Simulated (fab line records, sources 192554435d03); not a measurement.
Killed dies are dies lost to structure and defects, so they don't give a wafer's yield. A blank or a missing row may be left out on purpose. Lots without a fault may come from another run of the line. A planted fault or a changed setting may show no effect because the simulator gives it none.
Which tool did it? | flow n5_finfet | 12 lots, 36 wafers sampled, at 4 steps of a route of 1938

WHAT THE GAUGES READ, wafer by wafer
N5_MOL_CONTACT_COAG_CD_MEAS_08: target cd 28 nm.
lot  | measured     | on        | cd_nm (nm)
L075 | day 4 23:47  | cd_sem-02 | 28.4 28.5 27.8
L077 | day 5 10:33  | cd_sem-01 | 27.8 28.0 27.8
L079 | day 6 01:20  | cd_sem-01 | 27.9 27.5 27.9
L081 | day 6 10:20  | cd_sem-03 | 28.0 28.1 28.0
L083 | day 6 23:03  | cd_sem-03 | 27.9 27.9 27.7
L085 | day 7 16:29  | cd_sem-01 | 27.8 27.9 27.7
L087 | day 7 22:01  | cd_sem-03 | 28.1 28.0 28.4
L089 | day 8 11:30  | cd_sem-03 | 28.7 27.6 28.4
L091 | day 8 22:28  | cd_sem-03 | 28.1 28.2 28.1
L093 | day 9 11:27  | cd_sem-02 | 28.3 27.9 28.4
L095 | day 9 22:59  | cd_sem-03 | 28.4 27.6 27.6
L097 | day 10 11:40 | cd_sem-02 | 27.2 27.7 28.0

WHICH TOOL RAN EACH LOT (tool, then ch and the chambers of the sampled wafers, then the start)
lot  | N5_GATE_CUT_CMP_02            | N5_GATE_CUT_ETCH_36                | N5_GATE_CUT_ALD_22
L075 | cmp-01 ch 1,2, day 4 19:02    | rie_diel-05 ch 1,2, day 4 20:10    | ald_sin-02 ch 0,1, day 4 20:58
L077 | cmp-02 ch 1,3, day 5 04:58    | rie_diel-06 ch 0,2,3, day 5 06:25  | ald_sin-03 ch 0,2,3, day 5 07:44
L079 | cmp-03 ch 1,2,3, day 5 19:56  | rie_diel-06 ch 0,1, day 5 20:44    | ald_sin-03 ch 0,2,3, day 5 21:52
L081 | cmp-01 ch 0,2, day 6 05:11    | rie_diel-02 ch 0,2, day 6 06:28    | ald_sin-03 ch 0,1,3, day 6 07:31
L083 | cmp-03 ch 1,2, day 6 17:59    | rie_diel-02 ch 0,1,3, day 6 18:50  | ald_sin-03 ch 0,1, day 6 19:59
L085 | cmp-03 ch 0,1,3, day 7 12:00  | rie_diel-05 ch 0,1, day 7 12:52    | ald_sin-03 ch 0,2,3, day 7 13:40
L087 | cmp-01 ch 0,2,3, day 7 17:33  | rie_diel-06 ch 1,2,3, day 7 18:19  | ald_sin-03 ch 1,3, day 7 19:11
L089 | cmp-02 ch 1,2,3, day 8 06:55  | rie_diel-02 ch 0,1,2, day 8 07:46  | ald_sin-02 ch 2,3, day 8 08:33
L091 | cmp-02 ch 2,3, day 8 17:53    | rie_diel-05 ch 0,2,3, day 8 18:52  | ald_sin-03 ch 0,1,2, day 8 19:39
L093 | cmp-01 ch 0,2,3, day 9 06:26  | rie_diel-06 ch 0,1,2, day 9 07:34  | ald_sin-03 ch 1,2, day 9 08:38
L095 | cmp-01 ch 0,2,3, day 9 17:59  | rie_diel-05 ch 0,2, day 9 18:53    | ald_sin-02 ch 1,2, day 9 20:02
L097 | cmp-02 ch 1,2,3, day 10 03:52 | rie_diel-02 ch 0,2,3, day 10 07:40 | ald_sin-03 ch 1,2,3, day 10 08:43
- N5_GATE_CUT_CMP_02: polishes, stops on SiO2, t overpolish 12.7 s, target thk 0 nm.
- N5_GATE_CUT_ETCH_36: etches SiARC in CF4, target depth 13 nm, time 21.7 s.
- N5_GATE_CUT_ALD_22: deposits SiNx, target thk 16 nm, pulse time 1 s, ald cycles 320.

THE ANSWER, worked out from the rows above alone
Rule: what is usual is taken from the lots themselves. Put in order of their means at a reading, lots are off if they are a third of the lots or fewer, leave a main group of 4 or more, and stand apart from it by a gap of 3 or more times the standard deviation of the main group's means; of several such gaps the widest counts. A main group whose means are all the same, to the digits that the tables above print for the reading, isn't used. A lot without any number at a reading at which 4 lots or more have one is off too. The other lots that the step has rows for count as sound.
No lot is off at any reading shown: from this, nothing can be told.

WHAT THE SIMULATOR HAD PUT IN
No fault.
